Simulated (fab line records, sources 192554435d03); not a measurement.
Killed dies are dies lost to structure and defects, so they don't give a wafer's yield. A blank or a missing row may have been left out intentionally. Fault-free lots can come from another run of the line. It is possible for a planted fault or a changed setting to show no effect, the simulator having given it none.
Which tool is to blame? + flow n5-finfet + 9 lots with 27 wafers sampled at 5 steps, on a route of 1938 steps

## WHAT EACH GAUGE READ, for each wafer
N5_BEOL_M12_CD_MEAS_17: target cd 140 nm.
| lot  | measured     | on        | cd-nm (nm)        |
|------|--------------|-----------|-------------------|
| L680 | day 11 11:29 | cd-sem-01 | 140.2 141.6 141.2 |
| L679 | day 11 11:39 | cd-sem-01 | 139.9 141.8 141.7 |
| L682 | day 11 18:04 | cd-sem-03 | 139.5 141.3 139.1 |
| L684 | day 12 08:23 | cd-sem-02 | 140.7 141.5 141.4 |
| L691 | day 14 14:37 | cd-sem-03 | 151.6 151.3 150.2 |
| L697 | day 15 13:17 | cd-sem-02 | 143.1 141.9 142.3 |
| L695 | day 15 13:28 | cd-sem-02 | 151.2 149.8 151.2 |
| L698 | day 15 16:01 | cd-sem-01 | 139.4 137.6 139.2 |
| L699 | day 16 10:08 | cd-sem-01 | 141.8 140.2 142.2 |

## WHAT TOOL EACH LOT RAN ON (gives the tool, then ch and the chambers of the sampled wafers, and finally the start)
| lot  | N5_BEOL_M11_SURFACE_TREAT_76 | N5_BEOL_M11_SPUTTER_48       | N5_BEOL_M12_ETCH_59                | N5_BEOL_M12_STRIP_63                 |
|------|------------------------------|------------------------------|------------------------------------|--------------------------------------|
| L680 | pvd-sputter-01, day 11 08:28 | pvd-sputter-03, day 11 09:02 | rie-diel-01 ch 1,3, day 11 11:02   | plasma-asher-01 ch 0,1, day 11 11:17 |
| L679 | pvd-sputter-01, day 11 08:40 | pvd-sputter-03, day 11 09:12 | rie-diel-05 ch 1,2,3, day 11 11:11 | plasma-asher-01 ch 0,1, day 11 11:26 |
| L682 | pvd-sputter-01, day 11 14:49 | pvd-sputter-02, day 11 15:01 | rie-diel-01 ch 2,3, day 11 17:36   | plasma-asher-01 ch 0,1, day 11 17:53 |
| L684 | pvd-sputter-02, day 12 05:46 | pvd-sputter-02, day 12 06:14 | rie-diel-05 ch 0,1,3, day 12 07:55 | plasma-asher-01 ch 0,1, day 12 08:10 |
| L691 | pvd-sputter-01, day 14 11:19 | pvd-sputter-01, day 14 11:29 | rie-diel-01 ch 2,3, day 14 14:10   | plasma-asher-02 ch 0,1, day 14 14:25 |
| L697 | pvd-sputter-02, day 15 09:49 | pvd-sputter-01, day 15 10:05 | rie-diel-06 ch 0,1,3, day 15 12:49 | plasma-asher-02 ch 0,1, day 15 13:04 |
| L695 | pvd-sputter-02, day 15 09:53 | pvd-sputter-02, day 15 10:09 | rie-diel-01 ch 0,2, day 15 12:51   | plasma-asher-01 ch 0,1, day 15 13:13 |
| L698 | pvd-sputter-02, day 15 13:37 | pvd-sputter-02, day 15 13:51 | rie-diel-05 ch 1,3, day 15 15:34   | plasma-asher-01 ch 0,1, day 15 15:50 |
| L699 | pvd-sputter-02, day 16 07:17 | pvd-sputter-01, day 16 07:34 | rie-diel-05 ch 0,1,2, day 16 09:41 | plasma-asher-01 ch 0, day 16 09:56   |
- N5_BEOL_M11_SURFACE_TREAT_76
- N5_BEOL_M11_SPUTTER_48: material Cu, target thk 12 nm, time 2 s.
- N5_BEOL_M12_ETCH_59: etches BARC in N2/H2, target depth 89 nm, overetch 26.7 nm, time 67.9 s.
- N5_BEOL_M12_STRIP_63: strips in N2/H2.

## THE ANSWER, worked out from the rows above alone
Rule: what is usual is taken from the lots themselves. The widest of any qualifying gaps counts: lots, ordered by their means at a reading, are off when they make up no more than a third of the lots, leave a main group of 4 or more, and stand apart from it by 3 or more times the standard deviation of that group's means. If all means in a main group match to the digits the tables above print for the reading, that group is not used. Also off: a lot with no number at a reading for which 4 or more lots have one. Any other lot the step has rows for is counted as sound.
Off at N5_BEOL_M12_CD_MEAS_17 (cd-nm): L691, L695. The main group has a mean of 140.8 nm with a standard deviation of 1.1.
If a tool, at a process step before that reading, ran all the lots that are off and no sound lot after the first of them, it fits. The gauges at N5_BEOL_M12_CD_MEAS_17 are tried like those tools. One fits: rie-diel-01 at N5_BEOL_M12_ETCH_59. A fault onset in the window from L682 (day 11 17:36, its last sound lot) to L691 (day 14 14:10, its first lot off) fits.

## WHAT HAD BEEN PUT IN BY THE SIMULATOR
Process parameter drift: rie-diel-01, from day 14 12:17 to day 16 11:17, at N5_BEOL_M12_ETCH_59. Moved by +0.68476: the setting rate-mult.
Struck lots among those shown: L691, L695. The rule above found the same.
